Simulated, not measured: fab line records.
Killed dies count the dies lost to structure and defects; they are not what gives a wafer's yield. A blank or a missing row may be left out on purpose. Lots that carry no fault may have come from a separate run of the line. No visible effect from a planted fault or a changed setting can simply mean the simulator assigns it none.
fab line records	flow nand_harc	part 1 of 2: steps 1 to 25 of 40
record: lots: 5	wafers: 15	last_day: 33
route steps=1302 shown P_ZERO_WELL@66 P_STI@69
lots that met no fault: taken from a fault-free run of the same line
start_h: start of the lot's first displayed wafer, in hours after the record's first day	wait_h: hours elapsed since this lot's preceding step	" the same as in the row above	L1.1+2: several wafers, shown together as one row	- value missing, or start not given	* or withheld: withheld	< > ~ a bound
route shown NAME@n: NAME is a module with steps in the file, n the number in the route of the first one	usual: the fault-free wafers' mean and standard deviation	same: alike in all rows	chamber/n: place in a boat	sites: readings site by site	_std_site: the standard deviation of these	_edge_site: inner sites' mean taken away from outer sites' mean	radius_mm: for every site, how far away it sits from the centre of the wafer	mask NAME#n: copy n	behind: the most recent tool/chamber to have shaped the wafer	hold: why the lot was held/for how many hours/how that ended	device: names the non-switching transistor (n, p or np)	end of line: the same wafers' tests at the end of the route	a step with no rows: only its recipe	killed: dies that structure and defects cost at the first sort, which is not the same as the wafer's yield	map: dies across one wafer; x = killed, . = not, _ = none there
set.NAME: setting as actually run; set.NAME@STEP: the setting as run at that earlier step	model.NAME: the simulator's own value behind a step, which no gauge read
lots at some steps of the route; a table a step, a row a wafer
services: when a tool's chamber went out of use (start_h, in hours from the record's first day, below 0 if earlier), for how many hours, and the reason
== steps ==
step: NHARC_P_ZERO_WELL_SRD_69
lot.wafer	tool	chamber	start_h	wait_h
L076.6+2+5	wet_bench-07	2,4,5	-	-
L078.3+2+5	wet_bench-09	4,5,7	-	-
L090.2+3+4	wet_bench-02	4,5,0	-	-
L094.3+2+1	wet_bench-07	4,0,1	-	-
L096.5+6+4	wet_bench-09	0,2,5	-	-
step: NHARC_P_ZERO_WELL_RTA_42
recipe: temp_c: 1100	time_s: 300
usual: lamp_power_pct: 34.8/1.7	wafer_temp_C_max: 1106.1/1.3
same: time_s: 300
lot.wafer	tool	chamber	start_h	wait_h	lamp_power_pct	wafer_temp_C_max
L076.2	rtp_anneal-02	0	46.98	-	36.7	1105.9
L076.5	"	0	"	"	36.7	1106.2
L076.6	"	0	"	"	36.6	1105.4
L078.2	rtp_anneal-01	0	67.10	-	33.3	1103.7
L078.3	"	0	"	"	33.2	1104.7
L078.5	"	0	"	"	33.3	1106.1
L090.2	rtp_anneal-02	0	187.20	-	36.6	1106.3
L090.3	"	0	"	"	36.6	1105.6
L090.4	"	0	"	"	36.6	1104.7
L094.1	rtp_anneal-01	0	227.00	-	33.3	1105.4
L094.2	"	0	"	"	33.2	1105.7
L094.3	"	0	"	"	33.3	1106.2
L096.4	rtp_anneal-02	0	247.40	-	36.6	1106.2
L096.5	"	0	"	"	36.6	1105.2
L096.6	"	0	"	"	36.6	1105.0
step: NHARC_P_ZERO_WELL_INSPECT_43
usual: raw_defect_count: 13/6.4
lot.wafer	tool	chamber	start_h	wait_h	raw_defect_count
L076.2	defect_inspect-02	-	47.55	0.5	9
L076.5	"	-	"	"	18
L076.6	"	-	"	"	26
L078.2	defect_inspect-02	-	67.67	0.5	8
L078.3	"	-	"	"	10
L078.5	"	-	"	"	4
L090.2	defect_inspect-02	-	187.76	0.5	16
L090.3	"	-	"	"	5
L090.4	"	-	"	"	20
L094.1	defect_inspect-01	-	227.67	0.6	9
L094.2	"	-	"	"	14
L094.3	"	-	"	"	12
L096.4	defect_inspect-02	-	247.75	0.2	16
L096.5	"	-	"	"	13
L096.6	"	-	"	"	19
step: NHARC_P_STI_ETCH_26
recipe: target_depth_a: 110	chemistry: dHF	material: SiO2
lot.wafer	tool	chamber	start_h	wait_h
L076.5+2+6	wet_bench-03	4,5,6	47.62	0.1
L078.5+3+2	wet_bench-06	0,1,2	67.72	0.0
L090.2+3+4	wet_bench-01	6,1,2	187.81	0.0
L094.2+3+1	wet_bench-03	4,5,6	227.72	0.0
L096.4+5+6	wet_bench-06	7,0,1	247.80	0.0
step: NHARC_P_STI_PRECLEAN_27
recipe: time_s: *	temp_c: 50	bath_age_min: 0	chemistry: SC1
usual: bath_heat_duty_pct: 7.1/0.86
same: time_s: *
lot.wafer	tool	chamber	start_h	wait_h	bath_heat_duty_pct
L076.5	wet_bench-03	4	47.67	0.0	7.3
L076.2	"	5	"	"	7.9
L076.6	"	6	"	"	7.4
L078.5	wet_bench-06	0	67.79	0.1	8.0
L078.3	"	1	"	"	6.0
L078.2	"	2	"	"	7.1
L090.2	wet_bench-01	6	187.88	0.1	6.6
L090.3	"	1	"	"	6.7
L090.4	"	2	"	"	6.5
L094.2	wet_bench-03	4	227.79	0.1	6.1
L094.3	"	5	"	"	7.9
L094.1	"	6	"	"	8.1
L096.4	wet_bench-06	7	247.87	0.1	7.4
L096.5	"	0	"	"	7.7
L096.6	"	1	"	"	5.9
step: NHARC_P_STI_SRD_28
lot.wafer	tool	chamber	start_h	wait_h
L076.5+2+6	wet_bench-03	4,5,6	-	-
L078.5+3+2	wet_bench-06	0,1,2	-	-
L090.2+3+4	wet_bench-01	6,1,2	-	-
L094.2+3+1	wet_bench-03	4,5,6	-	-
L096.4+5+6	wet_bench-06	7,0,1	-	-
step: NHARC_P_STI_OXIDE_29
recipe: target_thk_a: 100	temp_c: 900	ox_time_s: 1362	material: SiO2
lot.wafer	tool	chamber	start_h	wait_h
L076.2+5+6	furnace-03	0	51.95	-
L078.2+3+5	furnace-03	0	74.72	-
L090.2+3+4	furnace-01	0	195.01	-
L094.1+2+3	furnace-03	0	235.10	-
L096.4+5+6	furnace-02	0	253.83	-
step: NHARC_P_STI_HM_DEP_30
recipe: target_thk_a: 800	temp_c: 790	pressure_mtorr: 300	time_s: 873	material: Si3N4
same: time_s: 873
lot.wafer	tool	chamber	start_h	wait_h
L076.2+5+6	lpcvd-01	1	59.11	3.5
L078.2+3+5	lpcvd-01	0	81.88	3.5
L090.2+3+4	lpcvd-01	1	202.23	3.5
L094.1+2+3	lpcvd-02	1	242.24	3.5
L096.4+5+6	lpcvd-01	1	260.98	3.5
step: NHARC_P_STI_DEHYDRATE_01
recipe: temp_c: 150	time_s: 120
usual: exhaust_pa: 45.3/0.97
same: time_s: 120
lot.wafer	tool	chamber	start_h	wait_h	exhaust_pa
L076.2	litho_track-03	0	62.77	0.4	45.5
L076.5	"	0	"	"	44.7
L076.6	"	0	"	"	44.2
L078.2	litho_track-02	0	85.61	0.4	44.6
L078.3	"	0	"	"	44.8
L078.5	"	0	"	"	45.7
L090.2	litho_track-03	0	205.87	0.4	45.4
L090.3	"	0	"	"	44.3
L090.4	"	0	"	"	44.3
L094.1	litho_track-02	0	245.92	0.4	44.9
L094.2	"	0	"	"	45.9
L094.3	"	0	"	"	45.1
L096.4	litho_track-03	0	264.64	0.4	45.5
L096.5	"	0	"	"	46.8
L096.6	"	0	"	"	44.9
step: NHARC_P_STI_HMDS_02
recipe: time_s: 30
usual: exhaust_pa: 44.8/0.94
same: time_s: 30
lot.wafer	tool	chamber	start_h	wait_h	exhaust_pa
L076.2	litho_track-03	0	-	-	45.3
L076.5	"	0	"	"	45.0
L076.6	"	0	"	"	43.8
L078.2	litho_track-02	0	-	-	45.4
L078.3	"	0	"	"	45.0
L078.5	"	0	"	"	46.2
L090.2	litho_track-03	0	-	-	44.3
L090.3	"	0	"	"	43.3
L090.4	"	0	"	"	43.2
L094.1	litho_track-02	0	-	-	45.3
L094.2	"	0	"	"	46.5
L094.3	"	0	"	"	45.6
L096.4	litho_track-03	0	-	-	44.1
L096.5	"	0	"	"	44.2
L096.6	"	0	"	"	44.7
step: NHARC_P_STI_COAT_41
recipe: temp_c: 200	time_s: 65
usual: exhaust_pa: 45.2/0.87
same: time_s: 65
lot.wafer	tool	chamber	start_h	wait_h	exhaust_pa
L076.2	litho_track-03	0	-	-	46.5
L076.5	"	0	"	"	45.0
L076.6	"	0	"	"	44.8
L078.2	litho_track-02	0	-	-	45.2
L078.3	"	0	"	"	45.4
L078.5	"	0	"	"	45.0
L090.2	litho_track-03	0	-	-	44.4
L090.3	"	0	"	"	45.1
L090.4	"	0	"	"	44.8
L094.1	litho_track-02	0	-	-	46.6
L094.2	"	0	"	"	45.7
L094.3	"	0	"	"	45.8
L096.4	litho_track-03	0	-	-	44.7
L096.5	"	0	"	"	44.2
L096.6	"	0	"	"	43.5
step: NHARC_P_STI_COAT_03
recipe: spin_rpm: 2000	resist_thk_nm: 600
usual: exhaust_pa: 45.0/0.74
lot.wafer	tool	chamber	start_h	wait_h	exhaust_pa
L076.2	litho_track-03	0	-	-	44.5
L076.5	"	0	"	"	44.3
L076.6	"	0	"	"	44.1
L078.2	litho_track-02	0	-	-	45.1
L078.3	"	0	"	"	46.2
L078.5	"	0	"	"	44.6
L090.2	litho_track-03	0	-	-	44.9
L090.3	"	0	"	"	46.1
L090.4	"	0	"	"	44.5
L094.1	litho_track-02	0	-	-	44.2
L094.2	"	0	"	"	44.1
L094.3	"	0	"	"	45.3
L096.4	litho_track-03	0	-	-	45.5
L096.5	"	0	"	"	46.2
L096.6	"	0	"	"	45.8
step: NHARC_P_STI_SOFTBAKE_04
recipe: temp_c: 125	time_s: 70
usual: exhaust_pa: 45.1/0.78
same: time_s: 70
lot.wafer	tool	chamber	start_h	wait_h	exhaust_pa
L076.2	litho_track-03	0	-	-	44.6
L076.5	"	0	"	"	44.6
L076.6	"	0	"	"	44.7
L078.2	litho_track-02	0	-	-	45.9
L078.3	"	0	"	"	45.8
L078.5	"	0	"	"	45.9
L090.2	litho_track-03	0	-	-	42.9
L090.3	"	0	"	"	45.5
L090.4	"	0	"	"	44.3
L094.1	litho_track-02	0	-	-	45.4
L094.2	"	0	"	"	43.4
L094.3	"	0	"	"	44.9
L096.4	litho_track-03	0	-	-	44.0
L096.5	"	0	"	"	46.3
L096.6	"	0	"	"	44.0
step: NHARC_P_STI_EBR_05
usual: exhaust_pa: 45.0/0.97
lot.wafer	tool	chamber	start_h	wait_h	exhaust_pa
L076.2	litho_track-03	0	-	-	45.2
L076.5	"	0	"	"	44.9
L076.6	"	0	"	"	45.0
L078.2	litho_track-02	0	-	-	44.2
L078.3	"	0	"	"	44.9
L078.5	"	0	"	"	44.7
L090.2	litho_track-03	0	-	-	45.2
L090.3	"	0	"	"	44.2
L090.4	"	0	"	"	44.0
L094.1	litho_track-02	0	-	-	45.9
L094.2	"	0	"	"	44.4
L094.3	"	0	"	"	44.9
L096.4	litho_track-03	0	-	-	46.3
L096.5	"	0	"	"	47.1
L096.6	"	0	"	"	46.8
step: NHARC_P_STI_EXPOSE_06
recipe: na: 0.55	target_cd_nm: 200	dose_mj: 37.69	mask_id: P_STI
lot.wafer	tool	chamber	start_h	wait_h	mask
L076.2+5+6	krf_scanner-02	0	62.94	-	P_STI#0
L078.2+3+5	krf_scanner-03	0	85.90	-	P_STI#0
L090.2+3+4	krf_scanner-03	0	206.16	-	P_STI#0
L094.1+2+3	krf_scanner-04	0	246.08	-	P_STI#0
L096.4+5+6	krf_scanner-04	0	264.82	-	P_STI#0
step: NHARC_P_STI_PEB_07
recipe: peb_temp_c: 128	peb_time_s: 80
usual: exhaust_pa: 45.1/0.94
lot.wafer	tool	chamber	start_h	wait_h	exhaust_pa
L076.2	litho_track-05	0	63.01	0.1	45.4
L076.5	"	0	"	"	45.4
L076.6	"	0	"	"	46.0
L078.2	litho_track-05	0	85.96	0.1	44.4
L078.3	"	0	"	"	45.5
L078.5	"	0	"	"	44.7
L090.2	litho_track-02	0	206.22	0.1	45.8
L090.3	"	0	"	"	45.2
L090.4	"	0	"	"	45.5
L094.1	litho_track-03	0	246.15	0.1	44.3
L094.2	"	0	"	"	45.6
L094.3	"	0	"	"	45.3
L096.4	litho_track-03	0	264.87	0.0	43.9
L096.5	"	0	"	"	44.6
L096.6	"	0	"	"	44.3
step: NHARC_P_STI_DEVELOP_08
recipe: time_s: 50	dev_temp_c: 22
usual: exhaust_pa: 44.9/0.87
same: time_s: 50
lot.wafer	tool	chamber	start_h	wait_h	exhaust_pa
L076.2	litho_track-05	0	-	-	44.5
L076.5	"	0	"	"	45.0
L076.6	"	0	"	"	45.5
L078.2	litho_track-05	0	-	-	43.6
L078.3	"	0	"	"	44.0
L078.5	"	0	"	"	43.8
L090.2	litho_track-02	0	-	-	45.8
L090.3	"	0	"	"	45.0
L090.4	"	0	"	"	45.1
L094.1	litho_track-03	0	-	-	45.4
L094.2	"	0	"	"	45.8
L094.3	"	0	"	"	44.8
L096.4	litho_track-03	0	-	-	43.8
L096.5	"	0	"	"	44.8
L096.6	"	0	"	"	44.6
step: NHARC_P_STI_CD_MEAS_09
recipe: target_cd_nm: 200	landing_energy_ev: 500
usual: cd_nm: 199.7/1.7
lot.wafer	tool	chamber	start_h	wait_h	cd_nm
L076.2	cd_sem-03	0	63.09	-	198.6
L076.5	"	0	"	"	197.7
L076.6	"	0	"	"	198.7
L078.2	cd_sem-02	0	86.05	-	199.8
L078.3	"	0	"	"	200.5
L078.5	"	0	"	"	200.5
L090.2	cd_sem-01	0	206.31	-	201.1
L090.3	"	0	"	"	198.4
L090.4	"	0	"	"	201.1
L094.1	cd_sem-02	0	246.23	-	198.0
L094.2	"	0	"	"	201.1
L094.3	"	0	"	"	198.3
L096.4	cd_sem-02	0	264.96	-	203.5
L096.5	"	0	"	"	200.4
L096.6	"	0	"	"	198.3
step: NHARC_P_STI_OVL_MEAS_10
usual: overlay_x_nm: 0/5.9	overlay_y_nm: 1/5.9
lot.wafer	tool	chamber	start_h	wait_h	overlay_x_nm	overlay_y_nm
L076.2	overlay-01	-	63.18	-	5	2
L076.5	"	-	"	"	5	1
L076.6	"	-	"	"	5	1
L078.2	overlay-01	-	86.14	-	8	-2
L078.3	"	-	"	"	9	-3
L078.5	"	-	"	"	8	-3
L090.2	overlay-02	-	206.40	-	-3	0
L090.3	"	-	"	"	-3	-1
L090.4	"	-	"	"	-3	0
L094.1	overlay-01	-	246.32	-	-1	7
L094.2	"	-	"	"	-1	7
L094.3	"	-	"	"	0	6
L096.4	overlay-01	-	265.04	-	-6	10
L096.5	"	-	"	"	-6	9
L096.6	"	-	"	"	-6	9
step: NHARC_P_STI_INSPECT_11
usual: raw_defect_count: 5.2/2.5
lot.wafer	tool	chamber	start_h	wait_h	raw_defect_count
L076.2	defect_inspect-01	-	63.21	0.0	4
L076.5	"	-	"	"	8
L076.6	"	-	"	"	3
L078.2	defect_inspect-01	-	86.17	0.0	6
L078.3	"	-	"	"	5
L078.5	"	-	"	"	4
L090.2	defect_inspect-02	-	206.43	0.0	5
L090.3	"	-	"	"	7
L090.4	"	-	"	"	9
L094.1	defect_inspect-01	-	246.36	0.0	5
L094.2	"	-	"	"	7
L094.3	"	-	"	"	4
L096.4	defect_inspect-01	-	265.08	0.0	3
L096.5	"	-	"	"	3
L096.6	"	-	"	"	5
step: NHARC_P_STI_HARDBAKE_13
recipe: temp_c: 118	time_s: 65
usual: exhaust_pa: 45.1/0.93
same: time_s: 65
lot.wafer	tool	chamber	start_h	wait_h	exhaust_pa
L076.2	litho_track-02	0	63.27	0.1	45.8
L076.5	"	0	"	"	45.7
L076.6	"	0	"	"	44.8
L078.2	litho_track-05	0	86.23	0.1	45.7
L078.3	"	0	"	"	45.2
L078.5	"	0	"	"	46.1
L090.2	litho_track-03	0	206.49	0.1	45.5
L090.3	"	0	"	"	46.2
L090.4	"	0	"	"	45.6
L094.1	litho_track-02	0	246.41	0.1	45.5
L094.2	"	0	"	"	45.6
L094.3	"	0	"	"	47.1
L096.4	litho_track-03	0	265.14	0.1	45.4
L096.5	"	0	"	"	45.5
L096.6	"	0	"	"	45.6
step: NHARC_P_STI_DESCUM_14
recipe: time_s: 3	o2_flow_sccm: 200	ar_flow_sccm: 0	bias_power_w: 0	chemistry: O2
usual: drypump_motor_current_A: 5.8/0.49	mfc_ar_sccm: 0.006/0.0084	oes_product_au: 1.001/0.0074	rf_vpp_V: 57.8/0.91	showerhead_plenum_p_Torr: 1.89/0.095	throttle_valve_pct: 11.311/0.0079
same: time_s: 3
lot.wafer	tool	chamber	start_h	wait_h	drypump_motor_current_A	mfc_ar_sccm	oes_product_au	rf_hours_counter_h	rf_vpp_V	showerhead_plenum_p_Torr	throttle_valve_pct
L076.2	rie_diel-08	3	63.35	-	5.9	0	1.006	2	58.5	2.05	11.302
L076.5	"	3	"	"	5.9	0	0.994	-	59.0	2.05	11.317
L076.6	"	0	"	"	5.8	0	0.999	-	57.7	1.80	11.322
L078.3	rie_diel-12	2	86.31	-	5.1	0.023	1.007	12	56.5	1.84	11.298
L078.2	"	1	"	"	6.6	0.017	0.998	13	58.7	1.90	11.307
L078.5	"	3	"	"	5.1	0	0.997	-	57.6	1.78	11.322
L090.2	rie_diel-12	0	206.57	-	6.0	0	1.006	9	58.6	1.86	11.301
L090.3	"	2	"	"	5.2	0.023	1.004	9	59.2	1.84	11.306
L090.4	"	3	"	"	5.1	0	1.005	8	57.2	1.78	11.315
L094.2	rie_diel-08	1	246.49	-	6.8	0	0.995	3	56.5	1.93	11.322
L094.3	"	2	"	"	5.9	0	0.993	4	57.6	1.88	11.322
L094.1	"	3	"	"	5.9	0	0.992	3	58.4	2.05	11.299
L096.4	rie_diel-08	3	265.21	-	5.9	0	0.985	5	57.1	2.05	11.314
L096.5	"	3	"	"	5.9	0	0.990	-	59.0	2.05	11.313
L096.6	"	0	"	"	5.8	0	0.994	-	56.4	1.80	11.311
step: NHARC_P_STI_ETCH_42
recipe: target_depth_a: 800	overetch_a: 240	time_s: 61	ion_energy_ev: 200	n2_flow_sccm: 150	h2_flow_sccm: 150	ar_flow_sccm: 0	rf_w: 400	bias_w: 150	chemistry: N2/H2
usual: drypump_motor_current_A: 5.9/0.49	mfc_ar_sccm: 0.006/0.0081	oes_product_au: 1.001/0.0075	rf_vpp_V: 429.8/2.8	showerhead_plenum_p_Torr: 2.02/0.1	throttle_valve_pct: 14.170/0.0086
same: time_s: 61
lot.wafer	tool	chamber	start_h	wait_h	drypump_motor_current_A	mfc_ar_sccm	oes_product_au	rf_hours_counter_h	rf_vpp_V	showerhead_plenum_p_Torr	throttle_valve_pct
L076.2	rie_diel-08	0	63.44	0.1	5.8	0	1.009	2	427.3	1.91	14.153
L076.6	"	2	"	"	5.9	0	1.000	-	430.5	2.01	14.175
L076.5	"	3	"	"	6.0	0	1.002	-	435.1	2.19	14.171
L078.3	rie_diel-12	1	86.39	0.1	6.6	0.017	1.003	13	429.4	2.03	14.168
L078.2	"	3	"	"	5.1	0	0.990	13	428.5	1.90	14.178
L078.5	"	1	"	"	6.6	0.017	0.993	-	431.3	2.03	14.165
L090.4	rie_diel-12	0	206.65	0.1	6.0	0	1.011	9	429.7	1.99	14.174
L090.3	"	1	"	"	6.6	0.017	1.006	9	430.9	2.02	14.160
L090.2	"	2	"	"	5.2	0.023	0.997	9	430.0	1.96	14.175
L094.2	rie_diel-08	1	246.58	0.1	6.8	0	1.005	3	430.5	2.06	14.164
L094.3	"	2	"	"	5.9	0	0.990	4	432.0	2.00	14.180
L094.1	"	3	"	"	5.9	0	0.982	3	435.3	2.19	14.176
L096.4	rie_diel-08	2	265.31	0.1	5.9	0	0.986	5	429.3	2.00	14.185
L096.6	"	1	"	"	6.8	0	0.990	-	431.5	2.06	14.181
L096.5	"	2	"	"	5.9	0	0.986	-	429.2	2.00	14.177
step: NHARC_P_STI_ETCH_31
recipe: target_depth_a: 1089	time_s: 54.5	cf4_flow_sccm: 100	chf3_flow_sccm: 30	ar_flow_sccm: 0	rf_w: 500	bias_w: 200	chemistry: CF4/CHF3
usual: drypump_motor_current_A: 5.8/0.49	mfc_ar_sccm: 0.006/0.0083	oes_product_au: 0.962/0.018	rf_vpp_V: 370.1/2.5	showerhead_plenum_p_Torr: 1.56/0.074	throttle_valve_pct: 16.801/0.0084
same: time_s: 54.5
lot.wafer	tool	chamber	start_h	wait_h	drypump_motor_current_A	mfc_ar_sccm	oes_product_au	rf_hours_counter_h	rf_vpp_V	showerhead_plenum_p_Torr	throttle_valve_pct
L076.2	rie_diel-08	2	-	-	5.9	0	0.980	2	369.8	1.55	16.804
L076.5	"	1	"	"	6.8	0	0.982	-	369.9	1.59	16.804
L076.6	"	2	"	"	5.9	0	0.987	-	371.4	1.55	16.796
L078.3	rie_diel-12	3	-	-	5.1	0	0.963	13	365.8	1.47	16.803
L078.2	"	0	"	"	6.0	0	0.967	14	368.9	1.54	16.799
L078.5	"	2	"	"	5.2	0.023	0.967	-	368.7	1.52	16.805
L090.4	rie_diel-12	2	-	-	5.2	0.023	0.969	9	368.8	1.52	16.802
L090.2	"	3	"	"	5.1	0	0.965	8	367.1	1.47	16.811
L090.3	"	1	"	"	6.6	0.017	0.968	9	370.0	1.56	16.801
L094.3	rie_diel-08	2	-	-	5.9	0	0.952	4	369.1	1.55	16.802
L094.1	"	3	"	"	5.9	0	0.966	3	373.5	1.68	16.802
L094.2	"	1	"	"	6.8	0	0.958	3	372.9	1.59	16.791
L096.4	rie_diel-08	2	-	-	5.9	0	0.980	5	368.0	1.55	16.822
L096.5	"	0	"	"	5.9	0	0.959	-	369.1	1.48	16.792
L096.6	"	1	"	"	6.8	0	0.981	-	371.8	1.59	16.791
step: NHARC_P_STI_ETCH_15
recipe: target_depth_a: 3000	taper_deg: 4	time_s: 100.1	hbr_flow_sccm: 150	cl2_flow_sccm: 50	rf_w: 400	icp_w: 400	bias_w: 100	chemistry: HBr/Cl2
usual: drypump_motor_current_A: 5.8/0.42	oes_product_au: 1.000/0.0069	throttle_valve_pct: 26.405/0.0088
same: time_s: 100.1
lot.wafer	tool	chamber	start_h	wait_h	drypump_motor_current_A	oes_product_au	rf_hours_counter_h	throttle_valve_pct
L076.2	rie_si-01	3	63.65	-	6.6	0.995	0.2	26.393
L076.5	"	1	"	"	5.3	0.990	-	26.395
L076.6	"	2	"	"	5.5	1.004	-	26.405
L078.2	rie_si-04	1	86.58	-	6.1	1.009	0.8	26.405
L078.3	"	0	"	"	5.1	0.999	0.5	26.402
L078.5	"	1	"	"	6.1	1.001	-	26.411
L090.4	rie_si-01	2	206.84	-	5.5	0.994	0.0	26.412
L090.2	"	0	"	"	6.2	0.996	0.0	26.397
L090.3	"	1	"	"	5.3	0.991	0.0	26.395
L094.2	rie_si-04	3	246.78	-	6.0	1.003	0.5	26.419
L094.3	"	0	"	"	5.1	0.995	0.6	26.399
L094.1	"	1	"	"	6.1	1.002	0.6	26.410
L096.4	rie_si-04	3	265.52	-	6.0	0.997	0.6	26.432
L096.5	"	1	"	"	6.1	1.011	-	26.389
L096.6	"	2	"	"	5.9	1.003	-	26.410
